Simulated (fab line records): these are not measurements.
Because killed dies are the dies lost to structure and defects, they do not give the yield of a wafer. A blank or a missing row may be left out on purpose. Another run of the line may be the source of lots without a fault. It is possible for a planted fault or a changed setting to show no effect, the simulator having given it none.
Which tool was responsible? :: flow n5Finfet :: 12 lots (36 wafers sampled), 1 step of a 1938-step route

== WHAT EACH GAUGE READ, for each wafer ==
N5_BEOL_M14_INSPECT_30: inspects for defects (macro).
lot: L075
measured: day 11 08:42
on: defectInspect-02
rawDefectCount: 2 2 1

lot: L078
measured: day 12 00:32
on: defectInspect-01
rawDefectCount: 3 4 2

lot: L080
measured: day 12 14:25
on: defectInspect-01
rawDefectCount: 3 4 0

lot: L081
measured: day 12 21:51
on: defectInspect-02
rawDefectCount: 3 0 0

lot: L082
measured: day 13 18:11
on: defectInspect-02
rawDefectCount: 2 3 1

lot: L086
measured: day 14 08:18
on: defectInspect-02
rawDefectCount: 0 4 2

lot: L085
measured: day 14 13:56
on: defectInspect-02
rawDefectCount: 2 5 2

lot: L090
measured: day 15 10:58
on: defectInspect-01
rawDefectCount: 3 3 3

lot: L091
measured: day 15 11:56
on: defectInspect-01
rawDefectCount: 1 4 3

lot: L093
measured: day 16 18:09
on: defectInspect-02
rawDefectCount: 1 2 1

lot: L094
measured: day 16 22:04
on: defectInspect-01
rawDefectCount: 2 1 1

lot: L096
measured: day 17 08:22
on: defectInspect-02
rawDefectCount: 2 2 1

== EACH LOT AND THE TOOL THAT RAN IT (in order: tool; ch and the chambers of the sampled wafers; start) ==
The record shows no process step preceding these readings.

== THE ANSWER, worked out from the rows above alone ==
Rule: usual is defined by the lots themselves. Put in order of their means at a reading, lots are off if they are a third of the lots or fewer, leave a main group of 4 or more, and stand apart from it by a gap of 3 or more times the standard deviation of the main group's means; of several such gaps the widest counts. If all means in a main group match to the digits the tables above print for the reading, that group is not used. A lot without any number at a reading at which 4 lots or more have one is off too. Any other lot the step has rows for is counted as sound.
Nothing can be told from this: no lot is off at any reading shown.

== WHAT THE SIMULATOR HAD PUT IN ==
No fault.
